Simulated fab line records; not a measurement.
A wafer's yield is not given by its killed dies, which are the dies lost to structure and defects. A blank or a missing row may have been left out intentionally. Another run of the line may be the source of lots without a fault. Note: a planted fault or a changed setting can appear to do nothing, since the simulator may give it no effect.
fab line records	flow n5_finfet
[record] lots = 4	wafers = 12	last_day = 19
route steps=1938 shown BEOL_M4@1099 BEOL_M5@1112 BEOL_M10@1507 PASSIVATION@1936
lots with no fault: from the same line, run without faults
start_h: hours from the record's first day to the start of the lot's first wafer shown	wait_h: hours from the lot's prior step to this one	" as in the row above	L1.1+2: one row covering several wafers at once	- value missing, or start not given	* or withheld: withheld	< > ~ a bound
route shown NAME@n: NAME is a module with steps in the file, n the number in the route of the first one	usual: mean and standard deviation over wafers with no fault	same: alike in all rows	chamber/n: place in a boat	sites: the reading at each site	_std_site: the values' standard deviation	_edge_site: the outer-site mean with the inner-site mean subtracted	radius_mm: for every site, how far away it sits from the centre of the wafer	mask NAME#n: copy n	behind: tool/chamber where the wafer was last shaped	hold: why the lot went on hold/how many hours it stayed there/how the hold came to an end	device: transistor that didn't switch, given as n, p or np	end of line: the tests these same wafers got at the end of their route	a step with no rows: only its recipe	killed: at the first sort, the dies lost to defects and structure; wafer yield is something else	map: a wafer's dies, x killed, . not, _ none there
set.NAME: setting as actually run; set.NAME@STEP: the setting as run at that earlier step	model.NAME: the simulator's own value behind a step, which no gauge read
a table for each step, a row for each wafer; lots at some steps of the route
services: the hour from which a tool's chamber was out of use, counted from the record's first day as start_h (under 0 if before that day), plus the number of hours and why
[[steps]]
[step N5_BEOL_M4_ANNEAL_95]
[recipe] temp_c = 400	time_s = 240	ambient = vacuum
[step N5_BEOL_M4_SPUTTER_96]
[recipe] material = Cu	target_thk_a = 45	temp_c = -20	chamber_pressure_pa = 0.07	power_w = withheld	time_s = 8.29
[step N5_BEOL_M4_ECD_50]
[recipe] material = Cu	target_thk_a = 3000
[step N5_BEOL_M4_ANNEAL_51]
[recipe] temp_c = 225	time_s = 90	ambient = N2
[step N5_BEOL_M4_CMP_52]
[recipe] stop_on = SiOC	t_overpolish_s = 6.8	down_force_psi = 1	platen_rpm = 50	clearing_platen_down_force_psi = 1.5	clearing_platen_rpm = 50	post_cmp_clean = cu_alkaline	target_thk_nm = 40	clearing_platen_pad_velocity_m_s = 0.99484	pad_velocity_m_s = 0.99484
[step N5_BEOL_M4_PRE_CLEAN_60]
[recipe] gas = NH3/H2	time_s = 15	temp_c = *	rf_power_w = 300
[step N5_BEOL_M4_CO_CAP_55]
[recipe] material = Co	target_thk_a = 20	temp_c = 200	precursor = CCTBA/H2	pressure_torr = 30	time_s = 102.1
[step N5_BEOL_M4_PRE_CLEAN_56]
[recipe] gas = NH3	time_s = 15	temp_c = withheld	rf_power_w = 300
[step N5_BEOL_M4_DEP_57]
[recipe] material = SiCN	target_thk_a = 80	temp_c = withheld	precursor = 3MS/NH3	pressure_torr = 3	rf_w = 202	time_s = 14
[step N5_BEOL_M4_RC_MEAS_101]
[usual] DIBL_N = 37.2/2.1	DIBL_P = 37.3/2.3	IOFF_N = 0.18/0.041	IOFF_P = 0.24/0.042	ION_N = 680/13	ION_P = 466/7.7	SS_N = 71.8/0.68	SS_P = 73.5/0.66	VT_N = 249/3.6	VT_P = -248/3.4
lot.wafer	tool	chamber	start_h	wait_h	DIBL_N[mV/V]	DIBL_P[mV/V]	IOFF_N[nA/um]	IOFF_P[nA/um]	ION_N[uA/um]	ION_P[uA/um]	SS_N[mV/dec]	SS_P[mV/dec]	VT_N[mV]	VT_P[mV]
L211.1	prober-01	0	305.27	0.0	37.9	39.1	0.20	0.27	687	473	72.3	73.9	249	-246
L211.3	"	0	"	"	35.1	35.8	0.14	0.22	650	460	70.6	73.3	251	-247
L211.5	"	0	"	"	36.0	36.8	0.16	0.23	673	468	71.4	73.3	250	-248
L213.2	prober-01	0	308.52	0.6	38.6	38.9	0.16	0.22	668	455	71.4	73.9	253	-252
L213.3	"	0	"	"	38.2	38.7	0.16	0.23	661	453	72.4	73.8	252	-253
L213.4	"	0	"	"	35.9	35.5	0.12	0.19	665	464	71.0	72.7	252	-254
L216.2	prober-01	0	332.52	0.2	35.1	36.0	0.14	0.21	669	468	71.3	73.0	255	-251
L216.4	"	0	"	"	35.4	37.4	0.15	0.25	672	469	71.0	72.8	251	-246
L216.5	"	0	"	"	34.0	35.7	0.14	0.21	669	464	70.7	72.6	254	-249
L215.1	prober-02	0	333.14	0.0	36.8	36.7	0.17	0.21	680	462	72.4	73.4	250	-252
L215.5	"	0	"	"	35.1	36.1	0.15	0.20	685	466	71.2	74.2	249	-252
L215.6	"	0	"	"	37.7	37.5	0.19	0.22	685	460	72.2	73.7	248	-251
[step N5_BEOL_M5_ILD_DEP_00]
[recipe] material = SiCOH_lowk	target_thk_a = 1406.4	temp_c = 300	precursor = DEMS/porogen	pressure_torr = 5	rf_w = 500	time_s = 25.9
[step N5_BEOL_M5_CURE_79]
[recipe] temp_c = 385	time_s = 240	ambient = He/Ar	material = SiCOH_lowk
[step N5_BEOL_M5_PECVD_70]
[recipe] material = SiO2	target_thk_a = 160	temp_c = 400	precursor = TEOS/O2	pressure_torr = 5.5	rf_w = 450	teos_flow_sccm = 53.8	gas = O2	flow_sccm = 3000	time_s = 18
[step N5_BEOL_M5_HM_DEP_02]
[recipe] material = TiN	target_thk_a = 200	temp_c = 25	chamber_pressure_pa = 0.49996
[step N5_BEOL_M5_COAT_59]
[recipe] resist = SOC	temp_c = 250	time_s = 60	spin_rpm = 1500	resist_thk_nm = 60
[step N5_BEOL_M5_COAT_60]
[recipe] resist = SiARC	temp_c = 220	time_s = 60	spin_rpm = 1500	resist_thk_nm = 12
[step N5_BEOL_M5_COAT_71]
[recipe] resist = underlayer	temp_c = 205	time_s = 60	spin_rpm = 1500	resist_thk_nm = 5
[step N5_BEOL_M5_COAT_05]
[recipe] resist = CAR-EUV	spin_rpm = 1500	resist_thk_nm = 30
[step N5_BEOL_M5_EBR_07]
[recipe] solvent = PGMEA	ebr_width_mm = 1.5
[step N5_BEOL_M5_SOFTBAKE_06]
[recipe] temp_c = 110	time_s = 60	resist = CAR-EUV
[step N5_BEOL_M5_EXPOSE_08]
[recipe] mask_id = M5	na = 0.33	source_shape = annular	sigma_inner = 0.4	sigma_outer = 0.8	polarization = unpolarized	target_cd_nm = 28	dose_mj = 35.75
[step N5_BEOL_M5_PEB_09]
[recipe] peb_temp_c = 100	peb_time_s = 60	resist = CAR-EUV
[step N5_BEOL_M5_DEVELOP_10]
[recipe] develop_time_s = 30	developer = TMAH	resist = CAR-EUV	rinse_liquid = surfactant_rinse	dry = air_spin	dev_temp_c = 23
[step N5_BEOL_M5_DESCUM_16]
[recipe] chemistry = O2	time_s = 7	source_power_w = 50	bias_power_w = 20	pressure_mtorr = 20	rf_frequency_hz = 2.712e+07	temp_c = 40	resist = CAR-EUV	o2_flow_sccm = 225
[step N5_BEOL_M5_ETCH_72]
[recipe] chemistry = N2/H2	target = underlayer	target_depth_a = 65	mask_material = CAR-EUV	time_s = 5.2	ion_energy_ev = 200	pressure_mtorr = 30	source_w = 840	bias_w = 150	n2_flow_sccm = 200	h2_flow_sccm = 200	ends = cleared
[step N5_BEOL_M5_ETCH_61]
[recipe] chemistry = CF4	target = SiARC	target_depth_a = 156	mask_material = CAR-EUV	time_s = 26	ion_energy_ev = 80	pressure_mtorr = 40	source_w = 545	bias_w = 36	Ar_flow_sccm = 100	cf4_flow_sccm = 100	ends = cleared
[step N5_BEOL_M5_ETCH_62]
[recipe] chemistry = N2/H2	target = SOC	target_depth_a = 750	overetch_a = 150	mask_material = SiARC	temp_c = 40	time_s = 112.5	ion_energy_ev = 200	pressure_mtorr = 30	source_w = 840	bias_w = 150	n2_flow_sccm = 200	h2_flow_sccm = 200
[step N5_BEOL_M5_STRIP_63]
[recipe] chemistry = N2/H2	temp_c = 40	n2_flow_sccm = 200	h2_flow_sccm = 200	rf_frequency_hz = 6e+07
[step N5_BEOL_M5_STRIP_73]
[recipe] chemistry = N2/H2	temp_c = 40	n2_flow_sccm = 200	h2_flow_sccm = 200	rf_frequency_hz = 6e+07
[step N5_BEOL_M5_STRIP_64]
[recipe] chemistry = CF4	resist = SiARC	power_w = 300	bias_power_w = 75	pressure_mtorr = 50	cf4_flow_sccm = 150	rf_frequency_hz = 6e+07
[step N5_BEOL_M5_HM_OPEN_17]
[recipe] chemistry = Cl2/BCl3	target_depth_a = 200	overetch_a = 60	target = TiN	mask_material = SOC	ion_energy_ev = 150	pressure_mtorr = 10	icp_w = 1000	bias_w = 126	Cl2_flow_sccm = 53.25	bcl3_flow_sccm = 21.75	Ar_flow_sccm = 25
[step N5_BEOL_M5_STRIP_19]
[recipe] chemistry = O2	power_w = 400	temp_c = 40	pressure_mtorr = 30	rf_frequency_hz = 6e+07	bias_power_w = 0	overash_fraction = 0.2	o2_flow_sccm = 225
[step N5_BEOL_M5_COAT_65]
[recipe] resist = SOC	temp_c = 250	time_s = 60	spin_rpm = 1500	resist_thk_nm = 60
[step N5_BEOL_M5_COAT_66]
[recipe] resist = SiARC	temp_c = 220	time_s = 60	spin_rpm = 1500	resist_thk_nm = 12
[step N5_BEOL_M10_ETCH_66]
[recipe] chemistry = N2/H2	target = SOC	target_depth_a = 1200	overetch_a = 240	mask_material = SiARC	temp_c = 40	time_s = 180	ion_energy_ev = 200	pressure_mtorr = 30	source_w = 840	bias_w = 150	n2_flow_sccm = 200	h2_flow_sccm = 200
[usual] bias_w = 150.0/0.4	chamber_pressure_mTorr = 29.995/0.024	drypump_motor_current_A = 5.6/0.48	h2_flow_sccm = 200.0/0.58	oes_product_au = 0.65/0.065	rf_vpp_V = 524.3/3	showerhead_plenum_p_Torr = 2.56/0.1	throttle_valve_pct = 17.75/0.28
lot.wafer	tool	chamber	start_h	wait_h	bias_w	chamber_pressure_mTorr	drypump_motor_current_A	h2_flow_sccm	oes_product_au	rf_hours_counter_h	rf_vpp_V	showerhead_plenum_p_Torr	throttle_valve_pct	model.CAR-ArF_of_BEOL_M10_COAT_22.thk_nm	model.SiARC_of_BEOL_M10_COAT_64.thk_nm
L211.1	rie_diel-06	2	359.55	0.0	-	-	-	-	-	-	-	-	-	55.6	30
L211.3	"	1	"	"	-	-	-	-	-	-	-	-	-	55.8	30
L211.5	"	3	"	"	-	-	-	-	-	-	-	-	-	55.8	30
L213.2	rie_diel-06	2	360.01	0.0	-	-	-	-	-	-	-	-	-	55.6	29.8
L213.3	"	1	"	"	-	-	-	-	-	-	-	-	-	55.6	30
L213.4	"	0	"	"	-	-	-	-	-	-	-	-	-	55.4	30
L215.1	rie_diel-05	2	386.88	0.0	149.4	29.987	5.2	199.8	0.68	78	528.1	2.66	17.29	0	22.8
L215.5	"	0	"	"	149.6	29.989	6.4	199.6	0.55	-	519.0	2.41	17.87	0	23.2
L215.6	"	2	"	"	150.0	30.001	5.2	200.3	0.67	-	526.5	2.66	17.29	0	22.8
L216.2	rie_diel-06	3	387.14	0.0	149.9	29.987	6.0	200.1	0.59	192	527.8	2.64	17.99	0	22.8
L216.4	"	1	"	"	150.7	29.944	5.8	200.1	0.58	210	518.9	2.42	17.96	0	22.8
L216.5	"	0	"	"	149.5	29.991	5.8	199.8	0.66	-	529.3	2.68	18.03	0	22.8
[step N5_BEOL_M10_VIA_ETCH_34]
[recipe] chemistry = C4F6/O2	target = SiCOH_lowk	target_depth_a = 1845	mask_material = SOC	taper_deg = 4	time_s = 69.2	ion_energy_ev = 250	pressure_mtorr = 30	source_w = 345	bias_w = 185	Ar_flow_sccm = 300	C4F6_flow_sccm = 10	O2_flow_sccm = 10
[usual] C4F6_flow_sccm = 9.998/0.029	O2_flow_sccm = 10.002/0.03	bias_w = 185.0/0.56	drypump_motor_current_A = 5.6/0.48	mfc_ar_sccm = 300.0/0.84	oes_o_777_au = 0.81/0.085	oes_product_au = 0.81/0.088	rf_vpp_V = 669/17	showerhead_plenum_p_Torr = 2.86/0.11	throttle_valve_pct = 20.9/0.31
lot.wafer	tool	chamber	start_h	wait_h	C4F6_flow_sccm	O2_flow_sccm	bias_w	drypump_motor_current_A	mfc_ar_sccm	oes_o_777_au	oes_product_au	rf_hours_counter_h	rf_vpp_V	showerhead_plenum_p_Torr	throttle_valve_pct
L211.1	rie_diel-06	2	359.67	0.0	9.977	9.974	184.6	5.0	299.1	0.91	0.33	46	678	2.76	20.1
L211.3	"	1	"	"	10.026	9.932	184.7	5.8	300.1	0.70	0.27	203	688	2.72	20.9
L211.5	"	3	"	"	10.010	10.024	184.3	6.0	299.5	0.75	0.28	-	657	2.94	20.9
L213.2	rie_diel-06	2	360.13	0.0	10.036	9.995	185.4	4.9	300.4	0.90	0.33	46	676	2.76	20.1
L213.3	"	1	"	"	10.037	10.025	185.1	5.8	299.3	0.70	0.28	203	689	2.72	20.9
L213.4	"	0	"	"	10.042	9.972	184.9	5.8	299.5	0.82	0.31	91	643	3.00	20.9
L215.1	rie_diel-05	2	387.01	0.0	9.977	9.978	185.3	5.2	300.3	0.84	0.84	78	662	2.97	20.5
L215.5	"	0	"	"	9.986	10.031	184.6	6.5	299.5	0.68	0.68	-	656	2.70	21.0
L215.6	"	2	"	"	9.955	9.984	185.7	5.2	299.1	0.84	0.84	-	659	2.98	20.5
L216.2	rie_diel-06	3	387.27	0.0	9.968	10.010	185.5	6.0	300.1	0.75	0.72	192	656	2.94	21.1
L216.4	"	1	"	"	10.027	9.961	184.1	5.8	300.4	0.70	0.71	210	688	2.72	21.1
L216.5	"	0	"	"	10.001	10.004	184.4	5.8	300.7	0.81	0.82	-	642	2.99	21.1
[step N5_PASSIVATION_PROBE_49]
[usual] defect_limited_yield = 91.0/1.6	killed_at_M0_to_M3 = 35/11	killed_at_M4_up = 14/5.3	killed_at_contacts = 13/6.7	killed_at_front_end = 41/12	killed_at_other = 3.9/2.7	killed_dies = 106/19	killed_on_rim = 14/4	killed_open = 70/14	killed_short = 35/8.8	sort_bin_5_function = 5.3/1	sort_bin_6_memory = 3.3/0.81	sort_n_pass = 1073/19	sort_yield_pct = 91.0/1.6
[same] gross_dies = 1180	killed_at_back_side = 0	sort_bin_4_leakage[%] = 0	sort_bin_8_speed[%] = 0
lot.wafer	tool	chamber	start_h	wait_h	defect_limited_yield[%]	killed_at_M0_to_M3	killed_at_M4_up	killed_at_contacts	killed_at_front_end	killed_at_other	killed_dies	killed_on_rim	killed_open	killed_short	sort_bin_5_function[%]	sort_bin_6_memory[%]	sort_n_pass	sort_yield_pct[%]
L211.1	prober-02	-	408.95	0.0	0	29	1071	20	54	6	1180	152	102	34	94.9	4.5	0	0
L211.3	prober-02	-	409.05	0.1	0	35	1052	25	62	6	1180	152	87	51	95.5	4.1	0	0
L211.5	prober-02	-	409.15	0.2	0	27	1049	17	83	4	1180	152	102	42	94.7	4.7	0	0
L213.2	prober-01	-	422.83	0.1	0	59	1057	16	46	2	1180	152	96	35	94.4	5.2	0	0
L213.3	prober-01	-	422.88	0.1	0	40	1077	14	48	1	1180	152	66	41	96.0	3.6	0	0
L213.4	prober-01	-	422.93	0.2	0	40	1071	16	52	1	1180	152	81	35	96.0	3.6	0	0
// killed by level:class
L211.1 BEOL_M10:area_etch=1041 BEOL_M4:geometric_particle:open=19 MOL_CONTACT_COAG:geometric_particle:open=17 STI_FIN_REVEAL:geometric_particle:open=12 BEOL_M0_SAQP:geometric_particle:open=12 FIN_SAQP:geometric_particle:short=11 DUMMY_GATE:geometric_particle:open=10 FIN_SAQP:geometric_particle:open=8
L211.3 BEOL_M10:area_etch=1041 FIN_SAQP:geometric_particle:short=19 MOL_CONTACT_COAG:geometric_particle:open=19 BEOL_M0_SAQP:geometric_particle:open=13 DUMMY_GATE:geometric_particle:open=11 STI_FIN_REVEAL:geometric_particle:open=11 BEOL_M0_SAQP:geometric_particle:short=11 FIN_SAQP:geometric_particle:open=6
L211.5 BEOL_M10:area_etch=1036 STI_FIN_REVEAL:geometric_particle:open=37 FIN_SAQP:geometric_particle:short=14 MOL_CONTACT_COAG:geometric_particle:open=14 FIN_SAQP:geometric_particle:open=11 BEOL_M3:geometric_particle:open=8 BEOL_M0_SAQP:geometric_particle:short=6 DUMMY_GATE:geometric_particle:open=5
L213.2 BEOL_M10:area_etch=1048 STI_FIN_REVEAL:geometric_particle:open=21 BEOL_M0_SAQP:geometric_particle:open=19 BEOL_M2:geometric_particle:open=15 MOL_CONTACT_COAG:geometric_particle:open=13 BEOL_M0_SAQP:geometric_particle:short=13 BEOL_M1:geometric_particle:open=8 STI_FIN_REVEAL:geometric_particle:short=6
L213.3 BEOL_M10:area_etch=1069 STI_FIN_REVEAL:geometric_particle:open=11 MOL_CONTACT_COAG:geometric_particle:open=11 BEOL_M0_SAQP:geometric_particle:short=10 FIN_SAQP:geometric_particle:open=9 BEOL_M0_SAQP:geometric_particle:open=9 GATE_CUT:geometric_particle:short=8 BEOL_M3:geometric_particle:open=6
L213.4 BEOL_M10:area_etch=1063 STI_FIN_REVEAL:geometric_particle:open=22 MOL_CONTACT_COAG:geometric_particle:open=14 BEOL_M0_SAQP:geometric_particle:short=10 BEOL_M0_SAQP:geometric_particle:open=9 FIN_SAQP:geometric_particle:open=7 GATE_CUT:geometric_particle:short=7 BEOL_M2:geometric_particle:open=7
// map L211.1 (x killed, . not)
_________________xxxxxxxxxxxx________________
______________xxxxxxxxxxxxxxxxxx_____________
___________xxxxxxxxxxxxxxxxxxxxxxxx__________
__________xxxxxxxxxxxxxxxxxxxxxxxxxx_________
________xxxxxxxxxxxxxxxxxxxxxxxxxxxxxx_______
_______xxxxxxxxxxxxxxxxxxxxxxxxxxxxxxxx______
______xxxxxxxxxxxxxxxxxxxxxxxxxxxxxxxxxx_____
_____xxxxxxxxxxxxxxxxxxxxxxxxxxxxxxxxxxxx____
____xxxxxxxxxxxxxxxxxxxxxxxxxxxxxxxxxxxxxx___
___xxxxxxxxxxxxxxxxxxxxxxxxxxxxxxxxxxxxxxxx__
___xxxxxxxxxxxxxxxxxxxxxxxxxxxxxxxxxxxxxxxx__
__xxxxxxxxxxxxxxxxxxxxxxxxxxxxxxxxxxxxxxxxxx_
__xxxxxxxxxxxxxxxxxxxxxxxxxxxxxxxxxxxxxxxxxx_
_xxxxxxxxxxxxxxxxxxxxxxxxxxxxxxxxxxxxxxxxxxxx
_xxxxxxxxxxxxxxxxxxxxxxxxxxxxxxxxxxxxxxxxxxxx
_xxxxxxxxxxxxxxxxxxxxxxxxxxxxxxxxxxxxxxxxxxxx
_xxxxxxxxxxxxxxxxxxxxxxxxxxxxxxxxxxxxxxxxxxxx
_xxxxxxxxxxxxxxxxxxxxxxxxxxxxxxxxxxxxxxxxxxxx
_xxxxxxxxxxxxxxxxxxxxxxxxxxxxxxxxxxxxxxxxxxxx
_xxxxxxxxxxxxxxxxxxxxxxxxxxxxxxxxxxxxxxxxxxxx
_xxxxxxxxxxxxxxxxxxxxxxxxxxxxxxxxxxxxxxxxxxxx
__xxxxxxxxxxxxxxxxxxxxxxxxxxxxxxxxxxxxxxxxxx_
__xxxxxxxxxxxxxxxxxxxxxxxxxxxxxxxxxxxxxxxxxx_
___xxxxxxxxxxxxxxxxxxxxxxxxxxxxxxxxxxxxxxxx__
___xxxxxxxxxxxxxxxxxxxxxxxxxxxxxxxxxxxxxxxx__
____xxxxxxxxxxxxxxxxxxxxxxxxxxxxxxxxxxxxxx___
_____xxxxxxxxxxxxxxxxxxxxxxxxxxxxxxxxxxxx____
______xxxxxxxxxxxxxxxxxxxxxxxxxxxxxxxxxx_____
_______xxxxxxxxxxxxxxxxxxxxxxxxxxxxxxxx______
________xxxxxxxxxxxxxxxxxxxxxxxxxxxxxx_______
__________xxxxxxxxxxxxxxxxxxxxxxxxxx_________
___________xxxxxxxxxxxxxxxxxxxxxxxx__________
______________xxxxxxxxxxxxxxxxxx_____________
_________________xxxxxxxxxxxx________________
// map L213.2 (x killed, . not)
_________________xxxxxxxxxxxx________________
______________xxxxxxxxxxxxxxxxxx_____________
___________xxxxxxxxxxxxxxxxxxxxxxxx__________
__________xxxxxxxxxxxxxxxxxxxxxxxxxx_________
________xxxxxxxxxxxxxxxxxxxxxxxxxxxxxx_______
_______xxxxxxxxxxxxxxxxxxxxxxxxxxxxxxxx______
______xxxxxxxxxxxxxxxxxxxxxxxxxxxxxxxxxx_____
_____xxxxxxxxxxxxxxxxxxxxxxxxxxxxxxxxxxxx____
____xxxxxxxxxxxxxxxxxxxxxxxxxxxxxxxxxxxxxx___
___xxxxxxxxxxxxxxxxxxxxxxxxxxxxxxxxxxxxxxxx__
___xxxxxxxxxxxxxxxxxxxxxxxxxxxxxxxxxxxxxxxx__
__xxxxxxxxxxxxxxxxxxxxxxxxxxxxxxxxxxxxxxxxxx_
__xxxxxxxxxxxxxxxxxxxxxxxxxxxxxxxxxxxxxxxxxx_
_xxxxxxxxxxxxxxxxxxxxxxxxxxxxxxxxxxxxxxxxxxxx
_xxxxxxxxxxxxxxxxxxxxxxxxxxxxxxxxxxxxxxxxxxxx
_xxxxxxxxxxxxxxxxxxxxxxxxxxxxxxxxxxxxxxxxxxxx
_xxxxxxxxxxxxxxxxxxxxxxxxxxxxxxxxxxxxxxxxxxxx
_xxxxxxxxxxxxxxxxxxxxxxxxxxxxxxxxxxxxxxxxxxxx
_xxxxxxxxxxxxxxxxxxxxxxxxxxxxxxxxxxxxxxxxxxxx
_xxxxxxxxxxxxxxxxxxxxxxxxxxxxxxxxxxxxxxxxxxxx
_xxxxxxxxxxxxxxxxxxxxxxxxxxxxxxxxxxxxxxxxxxxx
__xxxxxxxxxxxxxxxxxxxxxxxxxxxxxxxxxxxxxxxxxx_
__xxxxxxxxxxxxxxxxxxxxxxxxxxxxxxxxxxxxxxxxxx_
___xxxxxxxxxxxxxxxxxxxxxxxxxxxxxxxxxxxxxxxx__
___xxxxxxxxxxxxxxxxxxxxxxxxxxxxxxxxxxxxxxxx__
____xxxxxxxxxxxxxxxxxxxxxxxxxxxxxxxxxxxxxx___
_____xxxxxxxxxxxxxxxxxxxxxxxxxxxxxxxxxxxx____
______xxxxxxxxxxxxxxxxxxxxxxxxxxxxxxxxxx_____
_______xxxxxxxxxxxxxxxxxxxxxxxxxxxxxxxx______
________xxxxxxxxxxxxxxxxxxxxxxxxxxxxxx_______
__________xxxxxxxxxxxxxxxxxxxxxxxxxx_________
___________xxxxxxxxxxxxxxxxxxxxxxxx__________
______________xxxxxxxxxxxxxxxxxx_____________
_________________xxxxxxxxxxxx________________
[[services]]
tool	chamber	start_h	hours	kind
rie_diel-05	3	386.33	11.0	repair
[[key]]
[first_sign] step = N5_BEOL_M10_ETCH_66	reading = tool_record	direction = missing
[effect] step = N5_BEOL_M10_VIA_ETCH_34	reading = oes_product_au	direction = down	sigmas = 5.8	usual = 0.81	struck = 0.30
[effect] step = N5_PASSIVATION_PROBE_49	reading = killed_at_M4_up	direction = up	sigmas = 99+	usual = 14	struck = 1063
[model_effect] step = N5_BEOL_M10_ETCH_66	value = CAR-ArF_of_BEOL_M10_COAT_22.thk_nm	without = 0	struck = 55.63
[more_kills_born_at] N5_BEOL_M10_ETCH_66@rie_diel-06 = 6298
met_at N5_BEOL_M10_ETCH_66
struck_wafers L211.1,L211.3,L211.5,L213.2,L213.3,L213.4
later_rows_left_out L211.1,L211.3,L211.5,L213.2,L213.3,L213.4
[fault] kind = skipped_step_whole	tool = rie_diel-06	chamber = -	onset_h = 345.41	steps = N5_BEOL_M10_ETCH_66	scope = struck_lots_only
// later_rows_left_out: the simulator's readings of these wafers behind a module that went badly wrong aren't trusted and aren't shown, but for the sort
